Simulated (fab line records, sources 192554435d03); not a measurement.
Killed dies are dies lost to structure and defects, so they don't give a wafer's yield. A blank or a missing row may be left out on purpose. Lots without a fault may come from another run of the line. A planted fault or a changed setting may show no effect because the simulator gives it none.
One fault seen from 2 desks | flow n5_finfet | each desk has only its own numbers; what lay behind them comes last

THE METROLOGY DESK
What the gauges read, lot by lot, whatever tool the lot ran on: means of the sampled wafers that have a number. A lot is out of limits, marked OUT, if its mean lies more than 4 standard deviations from the usual mean; the brackets give that distance.
Columns: A = NWELL_OVL at N5_WELL_APT_OVL_MEAS_09, usual 4 nm; B = cd_nm at N5_WELL_APT_CD_MEAS_25, usual 200.3 nm
lot  | first seen here | A  | B
L780 | day 2 02:02     | 6  | 200.4
L781 | day 2 07:44     | 6  | 200.9
L782 | day 2 13:55     | 10 | 199.2
L783 | day 2 19:36     | 1  | 197.1
L784 | day 3 01:36     | 6  | 201.8
L786 | day 3 13:44     | 2  | 200.3
L789 | day 4 07:50     | 4  | 202.3
L792 | day 5 01:35     | 1  | 200.2
L793 | day 5 07:49     | 8  | 199.8
L794 | day 5 13:44     | -0 | 202.9
L795 | day 5 19:52     | 3  | 197.5
L797 | day 6 07:50     | 1  | 197.3
L801 | day 7 07:35     | 10 | 203.2
This desk's finding: nothing out of limits on any of the 13 lots.

THE TOOL OWNER'S DESK: litho_track-04
The tool's own readings at N5_PMOS_HMC_CHANNEL_EPI_PEB_07 (peb time 60 s): means of the sampled wafers that have a number, for each lot that ran on this tool. A lot is out of limits, marked OUT, if its mean lies more than 4 standard deviations from the usual mean; the brackets give that distance.
Columns: A = heater_power_total_W at N5_PMOS_HMC_CHANNEL_EPI_PEB_07, usual 175.2 W
lot  | first seen here | A
L780 | day 2 05:14     | 173.4
L782 | day 2 17:50     | 176.2
L784 | day 3 04:50     | 174.2
L789 | day 4 11:17     | 173.9
L792 | day 5 05:11     | 174.9
L793 | day 5 11:19     | 183.4 (+5.2) OUT
L797 | day 6 11:39     | 182.8 (+4.8) OUT
This desk's finding: out of limits on L793, L797; first on L793, day 5 11:19 (heater_power_total_W at N5_PMOS_HMC_CHANNEL_EPI_PEB_07). In limits: L780, L782, L784, L789, L792.

PUT TOGETHER
The tool owner's desk could have raised an alarm at day 5 11:19, on L793, L797.
The metrology desk saw nothing out of limits.
The metrology desk has L793, L797 on record, within its limits.
Of the lots named, all ran N5_PMOS_HMC_CHANNEL_EPI_PEB_07 on litho_track-04.

WHAT THE SIMULATOR HAD PUT IN
Process parameter drift: litho_track-04, from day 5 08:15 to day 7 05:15, at N5_PMOS_HMC_CHANNEL_EPI_PEB_07. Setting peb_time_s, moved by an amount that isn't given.
Lots struck among those shown: L793, L797.
Hours from the fault's start to each desk's first reading out of limits: the tool owner's desk, 3.
